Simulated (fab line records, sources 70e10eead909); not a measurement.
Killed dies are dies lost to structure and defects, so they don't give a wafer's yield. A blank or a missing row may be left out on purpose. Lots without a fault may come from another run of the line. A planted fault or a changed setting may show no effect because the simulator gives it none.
A struck lot beside a sound one | flow nand_harc | 43 steps out of a route of 1302
Sound: wafers L804.1, L804.2, L804.3. Struck: wafers L810.3, L810.4, L810.6. The cause comes at the end.
At each step with rows: each side's tool, then ch and its chambers, then its first start. Under that, the readings that differ: sound wafers | struck wafers | difference of the means | sigmas: that difference in standard deviations of wafers without a fault.
alike: readings whose means differ by less than 2 such deviations, and words and numbers that are the same on both sides. not compared: withheld readings, readings that some wafer has no value for, bounds like >300 that may hide the same value, and numbers for which the record gives no deviation and whose values overlap.
The two part at a step that has a row with sigmas, a row that says differs or no value, or rows on one side only. Numbers that don't overlap but have no deviation are shown without sigmas and don't part them. A reading that every wafer of one side lacks parts them only if that side has two wafers or more.

NHARC_A_CONTACT_ETCH_121: etches the open film in C4F8/O2/Ar, time 190 s, target depth 1850 nm.
  sound on har_cap_etch-01 ch 0,1, day 22 20:05; struck on har_cap_etch-01 ch 0,1, day 25 08:21
  not compared: rf_hours_counter_h
then, 4 steps without rows for these wafers: NHARC_A_CONTACT_ETCH_122 (etches the open film in C4F8/O2/Ar, time 190 s, target depth 1850 nm); NHARC_A_CONTACT_ETCH_123 (etches the open film in C4F8/O2/Ar, time 490 s, target depth 2110 nm); NHARC_A_CONTACT_ETCH_90 (etches the open film in CH3F/O2, target depth 40 nm, time 85.7 s); NHARC_A_CONTACT_ETCH_96 (etches the open film in C4F6/O2, target depth 20 nm, time 10 s).
NHARC_A_CONTACT_CD_MEAS_53:
  sound on cd_sem-01, day 22 22:08; struck on cd_sem-01, day 25 09:50
  alike: cd_nm
then, 6 steps without rows for these wafers: NHARC_A_CONTACT_STRIP_99 (strips in N2/H2); NHARC_A_CONTACT_STRIP_100 (strips in CF4/CHF3); NHARC_A_CONTACT_STRIP_101 (strips in O2/COS); NHARC_A_CONTACT_ETCH_102 (etches the open film in CF4/O2, target depth 100 nm, overetch 10 nm, time 55 s); NHARC_A_CONTACT_STRIP_55 (strips in O2); NHARC_A_CONTACT_STRIP_56 (strips in post etch residue remover, time 600 s).
NHARC_A_CONTACT_DEP_57: deposits aC, target thk 5300 nm.
  sound on acl_dep-03 ch 0, day 23 01:56; struck on acl_dep-02 ch 0, day 25 11:55
  reading              | sound | struck               | difference                   | sigmas
  susceptor_temp_C (C) | - - - | 399.71 399.95 399.99 | no value on the sound wafers |
  alike: throttle_valve_pct
then, 11 steps without rows for these wafers: NHARC_A_CONTACT_DEP_58 (deposits SiON, target thk 90 nm); NHARC_A_CONTACT_DEHYDRATE_59 (time 120 s); NHARC_A_CONTACT_HMDS_60 (time 30 s); NHARC_A_CONTACT_COAT_61 (time 75 s); NHARC_A_CONTACT_COAT_62 (time 65 s); NHARC_A_CONTACT_COAT_63 (resist thk 90 nm); NHARC_A_CONTACT_SOFTBAKE_64 (time 55 s); NHARC_A_CONTACT_EBR_65; NHARC_A_CONTACT_EXPOSE_66 (exposes mask A CC 2); NHARC_A_CONTACT_PEB_67 (peb time 65 s); NHARC_A_CONTACT_DEVELOP_68 (develop time 35 s).
NHARC_A_CONTACT_CD_MEAS_69: target cd 300 nm.
  sound on cd_sem-02 ch 0, day 23 05:53; struck on cd_sem-01 ch 0, day 25 14:52
  alike: cd_nm
NHARC_A_CONTACT_OVL_MEAS_70:
  sound on overlay-02, day 23 05:58; struck on overlay-01, day 25 14:57
  alike: overlay_x_nm, overlay_y_nm
NHARC_A_CONTACT_INSPECT_71:
  sound on defect_inspect-02, day 23 06:01; struck on defect_inspect-01, day 25 14:59
  reading          | sound    | struck   | difference | sigmas
  raw_defect_count | 21 18 12 | 85 80 65 | +60        | +2
NHARC_A_CONTACT_DESCUM_74: chemistry O2, time 3 s.
  sound on rie_diel-03 ch 0,1,3, day 23 06:04; struck on rie_diel-11 ch 1,2,3, day 25 15:08
  alike: drypump_motor_current_A, oes_product_au, rf_vpp_V, showerhead_plenum_p_Torr, throttle_valve_pct
  not compared: rf_hours_counter_h
then, 2 steps without rows for these wafers: NHARC_A_CONTACT_ETCH_75 (etches the open film in CF4, target depth 39 nm, time 65 s); NHARC_A_CONTACT_ETCH_76 (etches the open film in N2/H2, target depth 260 nm, time 475.3 s).
NHARC_A_CONTACT_ETCH_77: etches the open film in CF4/CHF3, target depth 108.9 nm, time 54.5 s.
  sound on rie_diel-03 ch 0,1,2; struck on rie_diel-11 ch 0,1,2
  alike: drypump_motor_current_A, oes_product_au, rf_vpp_V, showerhead_plenum_p_Torr, throttle_valve_pct
  not compared: rf_hours_counter_h
then, 4 steps without rows for these wafers: NHARC_A_CONTACT_ETCH_78 (etches the open film in O2/COS, target depth 5300 nm, time 1378 s); NHARC_A_CONTACT_ETCH_124 (etches the open film in C4F8/O2/Ar, time 140 s, target depth 700 nm); NHARC_A_CONTACT_ETCH_125 (etches the open film in C4F8/O2/Ar, time 197 s, target depth 1918 nm); NHARC_A_CONTACT_ETCH_126 (etches the open film in C4F8/O2/Ar, time 197 s, target depth 1918 nm).
NHARC_A_CONTACT_ETCH_127: etches the open film in C4F8/O2/Ar, time 197 s, target depth 1918 nm.
  sound on har_cap_etch-02 ch 0,1, day 23 08:14; struck on har_cap_etch-01 ch 0,1, day 25 17:17
  not compared: rf_hours_counter_h
then, 2 steps without rows for these wafers: NHARC_A_CONTACT_ETCH_128 (etches the open film in C4F8/O2/Ar, time 197 s, target depth 1918 nm); NHARC_A_CONTACT_ETCH_129 (etches the open film in C4F8/O2/Ar, time 197 s, target depth 1918 nm).
NHARC_A_CONTACT_ETCH_130: etches the open film in C4F8/O2/Ar, time 197 s, target depth 1918 nm.
  sound on har_cap_etch-02 ch 0,1, day 23 08:46; struck on har_cap_etch-01 ch 0,1, day 25 17:49
  not compared: rf_hours_counter_h
then, 3 steps without rows for these wafers: NHARC_A_CONTACT_ETCH_131 (etches the open film in C4F8/O2/Ar, time 197 s, target depth 1918 nm); NHARC_A_CONTACT_ETCH_132 (etches the open film in C4F8/O2/Ar, time 197 s, target depth 1924 nm); NHARC_A_CONTACT_ETCH_133 (etches the open film in C4F8/O2/Ar, time 374 s, target depth 1610 nm).
-- the record jumps here: 2 days lie between the struck wafers' starts before and after (it left off in module A_CONTACT and takes up again in module END, whose first step shown is number 1302 of the route) --
NHARC_END_SORT_01:
  the record has rows for the struck wafers here (prober-01 ch 0, day 28 02:47) and none for the sound ones

WHERE THEY PART
First at NHARC_A_CONTACT_DEP_57; last, within this record, at NHARC_END_SORT_01.

WHY: what the simulator had put in
Process parameter drift: acl_dep-02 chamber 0, from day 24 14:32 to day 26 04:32, at NHARC_A_CONTACT_DEP_57. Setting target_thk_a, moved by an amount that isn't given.
